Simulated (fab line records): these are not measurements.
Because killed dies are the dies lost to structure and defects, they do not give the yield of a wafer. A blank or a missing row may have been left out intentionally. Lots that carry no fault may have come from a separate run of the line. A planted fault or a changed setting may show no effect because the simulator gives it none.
Matching of chambers ; flow nand harc ; cmp-03 running NHARC_A_CHANNEL_FILL_D1_CMP_10: 4 sister chambers
The step polishes, target thk 150 nm. 8 wafers are shown with their chamber, then 9 later ones without.

== WAFERS WITH THEIR CHAMBER ==
wafer;chamber;motor current A (A);time to endpoint s (s)
L083.2;1;10.3;16.6
L083.5;0;10.4;16.0
L088.1;2;11.0;17.1
L088.2;0;9.6;20.9
L088.4;3;15.3;15.1
L089.2;2;11.6;19.0
L089.4;3;15.4;18.3
L089.5;1;10.7;19.0

== WAFERS WITHOUT THEIR CHAMBER ==
wafer;motor current A (A);time to endpoint s (s)
L090.1;11.5;17.1
L090.2;11.1;17.1
L090.6;11.3;16.4
L094.1;9.9;17.2
L094.3;14.4;13.9
L094.6;10.5;14.9
L097.1;10.7;10.9
L097.2;9.3;14.7
L097.6;10.7;13.0

== THE CHAMBER EACH PASSED THROUGH ==
wafer;from the rows above;in truth
L090.1;can't be placed: 2 or 1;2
L090.2;can't be placed: 2 or 1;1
L090.6;can't be placed: 2 or 1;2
L094.1;can't be placed: 0 or 1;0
L094.3;3;3
L094.6;can't be placed: 1 or 0 or 2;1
L097.1;can't be placed: 1 or 2 or 0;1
L097.2;can't be placed: 0 or 1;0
L097.6;can't be placed: 1 or 2 or 0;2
Correctly placed: 1 of 9. Can't be placed from these rows: 8 (the true chamber is among the candidates in 8). Number placed wrongly: 0.
How it was worked out, from the rows above alone: a wafer's distance from a chamber is the root of the sum, over the readings, of the square of ((its reading less the chamber's mean) divided by the reading's scatter). If the next closest chamber is less than 2 further off than the closest, the wafer can't be placed; otherwise it belongs to the closest. A chamber's mean is the mean of its shown wafers. The scatter is the square root of a quotient: the sum, over the shown wafers, of each reading's squared deviation from its chamber's mean, divided by wafers minus chambers.
